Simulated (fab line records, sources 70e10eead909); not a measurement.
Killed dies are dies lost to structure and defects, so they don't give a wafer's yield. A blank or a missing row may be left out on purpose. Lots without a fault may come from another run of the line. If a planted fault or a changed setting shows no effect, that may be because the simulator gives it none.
Which tool is to blame? + flow nand_harc + 6 lots, 18 wafers sampled, at 3 steps of a route of 1159

WHAT THE GAUGES SHOWED, per wafer
NHARC_P_CONTACT_CD_MEAS_12 targets a cd of 90 nm.
| lot  | measured     | on        | cd_nm (nm)     |
|------|--------------|-----------|----------------|
| L830 | day 5 16:35  | cd_sem-02 | 91.6 90.7 90.6 |
| L834 | day 6 14:46  | cd_sem-03 | 89.3 90.1 89.5 |
| L837 | day 7 10:13  | cd_sem-01 | 90.8 90.5 90.0 |
| L839 | day 7 18:11  | cd_sem-01 | 90.1 90.4 90.6 |
| L849 | day 10 08:54 | cd_sem-01 | 90.1 89.7 90.0 |
| L852 | day 10 20:18 | cd_sem-01 | 90.5 90.7 91.3 |

EACH LOT AND THE TOOL THAT RAN IT (in order: tool; ch and the chambers of the sampled wafers; start)
| lot  | NHARC_P_CONTACT_DEP_00                     | NHARC_P_CONTACT_EXPOSE_09          |
|------|--------------------------------------------|------------------------------------|
| L830 | pecvd-01 ch 0,1,2, day 5 16:26 or earlier  | arfi_scanner-01 ch 0, day 5 16:26  |
| L834 | pecvd-01 ch 0,1,2, day 6 14:38 or earlier  | arfi_scanner-01 ch 0, day 6 14:38  |
| L837 | pecvd-04 ch 0,1, day 7 10:04 or earlier    | arfi_scanner-03 ch 0, day 7 10:04  |
| L839 | pecvd-04 ch 0,1, day 7 18:02 or earlier    | arfi_scanner-03 ch 0, day 7 18:02  |
| L849 | pecvd-02 ch 0,1,2, day 10 08:46 or earlier | arfi_scanner-01 ch 0, day 10 08:46 |
| L852 | pecvd-04 ch 0,1,2, day 10 20:10 or earlier | arfi_scanner-03 ch 0, day 10 20:10 |
- NHARC_P_CONTACT_DEP_00: deposits SiO2, target thk 500 nm.
- NHARC_P_CONTACT_EXPOSE_09: exposes mask P CA, target cd 90 nm.

THE ANSWER, worked out from the rows above alone
Rule: the lots themselves supply what counts as usual. Put in order of their means at a reading, lots are off if they are a third of the lots or fewer, leave a main group of 4 or more, and stand apart from it by a gap of 3 or more times the standard deviation of the main group's means; of several such gaps the widest counts. If all means in a main group match to the digits the tables above print for the reading, that group is not used. A lot without any number at a reading at which 4 lots or more have one is off too. The other lots that the step has rows for count as sound.
None of the lots is off at any reading shown; this tells nothing.

WHAT THE SIMULATOR PUT IN
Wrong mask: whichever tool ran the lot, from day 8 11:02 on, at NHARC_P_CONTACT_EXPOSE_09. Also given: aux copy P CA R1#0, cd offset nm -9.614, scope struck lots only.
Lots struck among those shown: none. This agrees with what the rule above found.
